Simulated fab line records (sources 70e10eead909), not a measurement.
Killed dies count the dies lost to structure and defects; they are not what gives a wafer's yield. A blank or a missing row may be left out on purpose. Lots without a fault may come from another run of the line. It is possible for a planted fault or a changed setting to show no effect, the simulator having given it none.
Commonality check across tools + flow nand_harc + Lots sampled 11, wafers sampled 33

## WHAT PROMPTED THE OPENING
At NHARC_P_ZERO_WELL_INSPECT_43 the reading raw_defect_count is flagged on 3 of 11 lots. Wafers without a fault read 13, standard deviation 5.9.
Rule: flag the lot when none of its wafers has a number, or when each of its wafers that has one lies beyond 4 standard deviations from that mean. As for the other lots, they are considered sound.

| lot  | measured    | on                | raw_defect_count, wafer by wafer | flag    |
|------|-------------|-------------------|----------------------------------|---------|
| L130 | day 1 19:46 | defect_inspect-02 | 14 22 17                         |         |
| L131 | day 2 01:43 | defect_inspect-02 | 12 18 15                         |         |
| L133 | day 2 13:37 | defect_inspect-01 | 6 14 8                           |         |
| L135 | day 3 01:43 | defect_inspect-01 | 7 15 11                          |         |
| L138 | day 3 19:46 | defect_inspect-02 | 13 5 16                          |         |
| L139 | day 4 02:17 | defect_inspect-01 | 20 13 16                         |         |
| L142 | day 4 19:21 | defect_inspect-01 | 15 17 27                         |         |
| L143 | day 5 01:43 | defect_inspect-01 | 9 4 10                           |         |
| L148 | day 6 07:22 | defect_inspect-02 | 320 318 308                      | FLAGGED |
| L151 | day 7 01:38 | defect_inspect-01 | 291 291 282                      | FLAGGED |
| L152 | day 7 07:38 | defect_inspect-02 | 278 270 271                      | FLAGGED |
On average the flagged lots' numbers are 292, which is +279 against the usual, or +47 standard deviations.

## WHICH TOOL EACH LOT WENT THROUGH
2 process steps preceding the reading are held in the record, out of 1159 steps in the route. Each cell gives the tool, then ch followed by the chambers the sampled wafers passed through, then the start.
| lot  | flag    | NHARC_P_ZERO_WELL_ETCH_63       | NHARC_P_ZERO_WELL_PRECLEAN_68      |
|------|---------|---------------------------------|------------------------------------|
| L130 |         | rie_si-05 ch 2,3, day 1 13:41   | wet_bench-04 ch 4,5,7, day 1 18:41 |
| L131 |         | rie_si-05 ch 0,1,3, day 1 19:40 | wet_bench-07 ch 0,2,7, day 2 00:38 |
| L133 |         | rie_si-05 ch 0,1, day 2 07:43   | wet_bench-07 ch 1,2,5, day 2 12:32 |
| L135 |         | rie_si-02 ch 0,2,3, day 2 19:41 | wet_bench-05 ch 2,6,7, day 3 00:40 |
| L138 |         | rie_si-02 ch 0,1,2, day 3 13:48 | wet_bench-04 ch 1,5,6, day 3 18:43 |
| L139 |         | rie_si-04 ch 1,2, day 3 20:20   | wet_bench-05 ch 0,1,2, day 4 01:13 |
| L142 |         | rie_si-04 ch 0,3, day 4 13:32   | wet_bench-07 ch 0,4,7, day 4 18:16 |
| L143 |         | rie_si-05 ch 0,1,3, day 4 19:51 | wet_bench-04 ch 0,3,7, day 5 00:38 |
| L148 | FLAGGED | rie_si-05 ch 0,1,2, day 6 01:32 | wet_bench-04 ch 1,3,4, day 6 06:19 |
| L151 | FLAGGED | rie_si-05 ch 1,2,3, day 6 19:37 | wet_bench-04 ch 0,1,2, day 7 00:35 |
| L152 | FLAGGED | rie_si-02 ch 0,1,2, day 7 01:45 | wet_bench-04 ch 0,6,7, day 7 06:35 |
What the steps here do:
- NHARC_P_ZERO_WELL_ETCH_63: etches the open film in HBr/Cl2, target depth 120 nm, time 40.1 s.
- NHARC_P_ZERO_WELL_PRECLEAN_68: cleans in SC1, time 60 s.
- NHARC_P_ZERO_WELL_INSPECT_43

## FLAGGED AGAINST TOTAL, ONE TOOL AT A TIME (gauges that did the reading follow at the end)
| step                          | tool              | lots run | flagged | share of the flagged lots | sound lots run after its first flagged lot |
|-------------------------------|-------------------|----------|---------|---------------------------|--------------------------------------------|
| NHARC_P_ZERO_WELL_ETCH_63     | rie_si-02         | 3        | 1       | some                      | 0                                          |
| NHARC_P_ZERO_WELL_ETCH_63     | rie_si-04         | 2        | 0       | none                      | -                                          |
| NHARC_P_ZERO_WELL_ETCH_63     | rie_si-05         | 6        | 2       | some                      | 0                                          |
| NHARC_P_ZERO_WELL_PRECLEAN_68 | wet_bench-04      | 6        | 3       | all                       | 0                                          |
| NHARC_P_ZERO_WELL_PRECLEAN_68 | wet_bench-05      | 2        | 0       | none                      | -                                          |
| NHARC_P_ZERO_WELL_PRECLEAN_68 | wet_bench-07      | 3        | 0       | none                      | -                                          |
| NHARC_P_ZERO_WELL_INSPECT_43  | defect_inspect-01 | 6        | 1       | some                      | 0                                          |
| NHARC_P_ZERO_WELL_INSPECT_43  | defect_inspect-02 | 5        | 2       | some                      | 0                                          |

## WHAT IS ALLOWED BY THE TABLE
1 row of the table ran every flagged lot: wet_bench-04 at NHARC_P_ZERO_WELL_PRECLEAN_68.
- wet_bench-04 at NHARC_P_ZERO_WELL_PRECLEAN_68: 3 of its 6 lots flagged. Last sound lot L143 at day 5 00:38, first flagged lot L148 at day 6 06:19; a fault beginning in between fits.
wet_bench-04 at NHARC_P_ZERO_WELL_PRECLEAN_68 is the single tool remaining.

## WHAT THE SIMULATOR HAD PUT IN
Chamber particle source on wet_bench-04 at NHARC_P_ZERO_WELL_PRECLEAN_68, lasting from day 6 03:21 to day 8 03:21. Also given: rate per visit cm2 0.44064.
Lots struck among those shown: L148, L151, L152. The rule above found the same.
